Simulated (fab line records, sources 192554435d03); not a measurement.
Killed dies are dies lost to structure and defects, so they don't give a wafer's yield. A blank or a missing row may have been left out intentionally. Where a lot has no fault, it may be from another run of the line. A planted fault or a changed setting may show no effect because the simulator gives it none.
Matching of chambers / flow n5 finfet / N5_BEOL_M3_PRE_CLEAN_60 on cvd co-01: 3 sister chambers
The step time 15 s. 17 wafers are shown with their chamber, then 8 later ones without.

== WAFERS, EACH WITH ITS CHAMBER ==
wafer=L449.1; chamber=1; heater power w (W)=98
wafer=L449.2; chamber=2; heater power w (W)=119
wafer=L453.4; chamber=0; heater power w (W)=44
wafer=L453.5; chamber=1; heater power w (W)=99
wafer=L455.1; chamber=0; heater power w (W)=45
wafer=L455.3; chamber=2; heater power w (W)=120
wafer=L457.2; chamber=2; heater power w (W)=121
wafer=L457.4; chamber=1; heater power w (W)=103
wafer=L457.5; chamber=2; heater power w (W)=119
wafer=L458.2; chamber=1; heater power w (W)=101
wafer=L458.4; chamber=2; heater power w (W)=119
wafer=L458.5; chamber=1; heater power w (W)=101
wafer=L463.1; chamber=0; heater power w (W)=45
wafer=L463.4; chamber=2; heater power w (W)=121
wafer=L463.5; chamber=1; heater power w (W)=101
wafer=L461.3; chamber=0; heater power w (W)=44
wafer=L461.5; chamber=0; heater power w (W)=45

SIGNATURES (means of the wafers above)
reading=heater power w; chamber 0=44.60; chamber 1=100.50; chamber 2=119.83; scatter within a chamber=1.24
Rule: a wafer's distance from a chamber is the root of the sum, over the readings, of the square of ((its reading less the chamber's mean) divided by the reading's scatter). If the next closest chamber is less than 2 further off than the closest, the wafer can't be placed; otherwise it belongs to the closest. How the scatter is found: for the shown wafers, subtract from each reading the mean of its chamber, square and add these, divide the total by (wafers less chambers), then take the root.

== WAFERS MISSING THEIR CHAMBER ==
wafer=L461.6; heater power w (W)=99
wafer=L464.1; heater power w (W)=119
wafer=L464.2; heater power w (W)=102
wafer=L465.1; heater power w (W)=99
wafer=L465.2; heater power w (W)=121
wafer=L470.1; heater power w (W)=45
wafer=L470.3; heater power w (W)=120
wafer=L470.4; heater power w (W)=100

== THE CHAMBER EACH PASSED THROUGH ==
wafer=L461.6; from the rows above=1; in truth=1
wafer=L464.1; from the rows above=2; in truth=2
wafer=L464.2; from the rows above=1; in truth=1
wafer=L465.1; from the rows above=1; in truth=1
wafer=L465.2; from the rows above=2; in truth=2
wafer=L470.1; from the rows above=0; in truth=0
wafer=L470.3; from the rows above=2; in truth=2
wafer=L470.4; from the rows above=1; in truth=1
8 of 8 placed correctly. Not placeable from these rows: 0. Wrongly placed: 0.
